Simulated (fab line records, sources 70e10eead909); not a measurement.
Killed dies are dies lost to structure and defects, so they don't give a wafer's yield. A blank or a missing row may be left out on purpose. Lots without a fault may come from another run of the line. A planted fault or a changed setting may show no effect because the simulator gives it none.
A sampling plan put to the test | flow nand_harc | one fab line, 23 faults that these records tell of, each judged on the records of the lots that it struck; 1 more is left out, because the records don't allow judging it
The plan is the line's own looks: the steps of the route at which a gauge or an inspection reads the wafer and doesn't change it. A look can be judged if struck wafers have a number there and the file gives its usual mean and standard deviation on fault-free wafers. Caught: at a look after the fault's first step, the mean of the struck wafers lies 4 or more of those standard deviations (sigma) from the usual mean. On the tool: the same test on the tool's own readings at the fault's steps. Another recipe on the struck wafers, or a record that is blank for them alone, also counts as caught.

THE FAULTS, as the simulator had put them in
1. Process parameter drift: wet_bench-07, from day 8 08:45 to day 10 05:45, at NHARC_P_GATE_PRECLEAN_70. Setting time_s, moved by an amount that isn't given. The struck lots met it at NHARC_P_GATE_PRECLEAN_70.
2. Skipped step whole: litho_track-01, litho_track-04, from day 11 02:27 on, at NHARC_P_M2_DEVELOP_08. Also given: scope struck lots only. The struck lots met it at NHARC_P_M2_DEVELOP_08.
3. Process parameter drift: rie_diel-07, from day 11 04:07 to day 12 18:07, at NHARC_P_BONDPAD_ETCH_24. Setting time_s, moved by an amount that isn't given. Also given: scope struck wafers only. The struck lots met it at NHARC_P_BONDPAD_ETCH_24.
4. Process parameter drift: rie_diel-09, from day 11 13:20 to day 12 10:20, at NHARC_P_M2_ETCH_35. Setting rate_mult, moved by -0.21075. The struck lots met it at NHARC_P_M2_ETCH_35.
5. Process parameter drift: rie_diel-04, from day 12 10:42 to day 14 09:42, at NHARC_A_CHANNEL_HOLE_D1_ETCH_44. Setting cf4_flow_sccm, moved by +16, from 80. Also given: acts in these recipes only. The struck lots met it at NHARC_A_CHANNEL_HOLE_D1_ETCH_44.
6. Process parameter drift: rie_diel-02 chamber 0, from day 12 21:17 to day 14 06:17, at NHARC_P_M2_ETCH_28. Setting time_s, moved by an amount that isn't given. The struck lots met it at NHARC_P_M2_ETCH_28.
7. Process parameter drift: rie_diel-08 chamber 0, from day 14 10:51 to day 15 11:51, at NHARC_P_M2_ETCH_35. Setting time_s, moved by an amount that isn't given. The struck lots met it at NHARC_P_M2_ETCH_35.
8. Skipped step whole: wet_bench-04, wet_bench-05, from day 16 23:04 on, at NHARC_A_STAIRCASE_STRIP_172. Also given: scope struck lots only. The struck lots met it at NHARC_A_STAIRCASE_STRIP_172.
9. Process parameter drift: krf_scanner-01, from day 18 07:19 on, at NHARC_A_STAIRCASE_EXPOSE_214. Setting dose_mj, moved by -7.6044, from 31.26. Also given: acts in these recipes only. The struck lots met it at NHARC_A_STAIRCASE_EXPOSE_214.
10. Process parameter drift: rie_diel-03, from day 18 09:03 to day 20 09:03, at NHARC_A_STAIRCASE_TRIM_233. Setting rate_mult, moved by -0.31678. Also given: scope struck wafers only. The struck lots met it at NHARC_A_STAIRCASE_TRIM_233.
11. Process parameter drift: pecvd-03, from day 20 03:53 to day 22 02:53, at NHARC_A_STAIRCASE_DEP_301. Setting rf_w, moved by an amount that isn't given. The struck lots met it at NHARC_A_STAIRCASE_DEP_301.
12. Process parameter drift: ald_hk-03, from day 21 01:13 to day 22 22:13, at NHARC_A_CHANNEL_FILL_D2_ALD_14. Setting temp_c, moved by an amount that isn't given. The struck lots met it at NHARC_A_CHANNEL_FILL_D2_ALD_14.
13. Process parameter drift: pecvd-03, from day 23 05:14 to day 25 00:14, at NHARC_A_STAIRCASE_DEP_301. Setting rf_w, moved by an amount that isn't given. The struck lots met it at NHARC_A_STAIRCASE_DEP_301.
14. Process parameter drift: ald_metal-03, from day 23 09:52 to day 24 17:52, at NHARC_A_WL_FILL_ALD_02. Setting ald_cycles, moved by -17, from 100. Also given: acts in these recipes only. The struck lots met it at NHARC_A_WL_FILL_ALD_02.
15. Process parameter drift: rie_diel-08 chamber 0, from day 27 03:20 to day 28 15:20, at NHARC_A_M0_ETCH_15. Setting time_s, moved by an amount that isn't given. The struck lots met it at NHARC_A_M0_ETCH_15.
16. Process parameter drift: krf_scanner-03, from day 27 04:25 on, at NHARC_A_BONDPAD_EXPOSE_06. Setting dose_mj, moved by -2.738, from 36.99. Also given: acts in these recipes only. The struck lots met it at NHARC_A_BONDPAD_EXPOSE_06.
17. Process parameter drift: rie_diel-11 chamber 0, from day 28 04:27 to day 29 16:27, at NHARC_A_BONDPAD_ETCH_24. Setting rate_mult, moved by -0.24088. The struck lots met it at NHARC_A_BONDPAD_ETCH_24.
18. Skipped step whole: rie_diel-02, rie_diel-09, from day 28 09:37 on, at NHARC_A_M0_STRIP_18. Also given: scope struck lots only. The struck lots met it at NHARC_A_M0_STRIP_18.
19. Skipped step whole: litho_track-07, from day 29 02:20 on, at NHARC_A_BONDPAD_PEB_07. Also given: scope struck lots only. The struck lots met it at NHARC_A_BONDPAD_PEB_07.
20. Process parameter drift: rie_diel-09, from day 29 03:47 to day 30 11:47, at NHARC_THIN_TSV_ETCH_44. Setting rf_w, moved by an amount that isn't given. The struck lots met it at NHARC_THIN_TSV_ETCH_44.
21. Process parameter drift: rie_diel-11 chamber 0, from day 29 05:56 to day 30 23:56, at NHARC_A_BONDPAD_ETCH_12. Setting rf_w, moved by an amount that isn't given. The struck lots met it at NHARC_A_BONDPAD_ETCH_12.
22. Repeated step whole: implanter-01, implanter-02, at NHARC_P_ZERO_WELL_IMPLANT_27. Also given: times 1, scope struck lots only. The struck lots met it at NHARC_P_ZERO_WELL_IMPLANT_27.
23. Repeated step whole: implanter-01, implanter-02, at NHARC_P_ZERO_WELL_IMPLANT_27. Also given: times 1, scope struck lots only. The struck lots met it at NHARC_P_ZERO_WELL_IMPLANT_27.

WHAT THE PLAN SAW
fault | on the tool itself                               | first look that catches it                      | reading, sigma                                     | median hours from its first step to that look | hours from the fault's start to the first struck lot there | judged looks passed uncaught
1     | under 2 sigma                                    | not the one look that can be judged after it    | -                                                  | -                                             | -                                                          | 1
2     | the tool's record is blank for the struck wafers | no look after it can be judged                  | -                                                  | -                                             | -                                                          | 0
3     | run_length_s -36 sigma                           | not the one look that can be judged after it    | -                                                  | -                                             | -                                                          | 1
4     | oes_product_au -12 sigma                         | no look after it can be judged                  | -                                                  | -                                             | -                                                          | 0
5     | throttle_valve_pct +99 or beyond sigma           | none of the 2 looks that can be judged after it | -                                                  | -                                             | -                                                          | 2
6     | run_length_s -40 sigma                           | no look after it can be judged                  | -                                                  | -                                             | -                                                          | 0
7     | run_length_s -22 sigma                           | no look after it can be judged                  | -                                                  | -                                             | -                                                          | 0
8     | the tool's record is blank for the struck wafers | no look after it can be judged                  | -                                                  | -                                             | -                                                          | 0
9     | exposure_dose_mJ_cm2 -99 or beyond sigma         | no look after it can be judged                  | -                                                  | -                                             | -                                                          | 0
10    | oes_product_au -14 sigma                         | NHARC_END_SORT_01                               | killed_at_array +28                                | 216.6                                         | 217                                                        | 0
11    | rf_fwd_power_W +99 or beyond sigma               | no look after it can be judged                  | -                                                  | -                                             | -                                                          | 0
12    | susceptor_temp_C -12 sigma                       | no look after it can be judged                  | -                                                  | -                                             | -                                                          | 0
13    | rf_fwd_power_W +32 sigma                         | no look after it can be judged                  | -                                                  | -                                             | -                                                          | 0
14    | under 2 sigma                                    | no look after it can be judged                  | -                                                  | -                                             | -                                                          | 0
15    | run_length_s -11 sigma                           | no look after it can be judged                  | -                                                  | -                                             | -                                                          | 0
16    | exposure_dose_mJ_cm2 -55 sigma                   | no look after it can be judged                  | -                                                  | -                                             | -                                                          | 0
17    | oes_product_au -9.1 sigma                        | no look after it can be judged                  | -                                                  | -                                             | -                                                          | 0
18    | the tool's record is blank for the struck wafers | NHARC_END_SORT_01                               | sort_bin_2_pct +61                                 | 40.3                                          | 48                                                         | 0
19    | the tool's record is blank for the struck wafers | no look after it can be judged                  | -                                                  | -                                             | -                                                          | 0
20    | rf_fwd_power_W +40 sigma                         | not the one look that can be judged after it    | strongest: killed_short at NHARC_END_SORT_01, +2.7 | -                                             | -                                                          | 1
21    | rf_fwd_power_W +99 or beyond sigma               | none of the 2 looks that can be judged after it | -                                                  | -                                             | -                                                          | 2
22    | under 2 sigma                                    | none of the 2 looks that can be judged after it | -                                                  | -                                             | -                                                          | 2
23    | under 2 sigma                                    | no look after it can be judged                  | -                                                  | -                                             | -                                                          | 0
A dash: the fault isn't caught, or these records don't give the number.

Caught at a look: 2 of 23. Caught on the tool: 19 of 23. By one or the other: 19 of 23.
Caught on the tool alone: faults 2, 3, 4, 5, 6, 7, 8, 9, 11, 12, 13, 15, 16, 17, 19, 20, 21.
Caught by neither: faults 1, 14, 22, 23.

THINNER SAMPLING
If the look that catches a fault measured only every second or every third lot, by lot number, the first struck lot would be measured this late in the worst case:
fault | struck lots at that look, in order of time | every lot | every second lot | every third lot
10    | L270                                       | 217 h     | may miss it      | may miss it
18    | L898                                       | 48 h      | may miss it      | may miss it
Hours are from the fault's start to the first struck lot that is measured. The limit of 4 sigma was tested on all struck wafers together, so one lot alone may lie under it. Other struck lots may not be in these records.

THE LONGEST TIMED WAY FROM STEP TO LOOK
Fault 10: a median of 216.6 hours passes between NHARC_A_STAIRCASE_TRIM_233 and NHARC_END_SORT_01. No look between them can be judged.
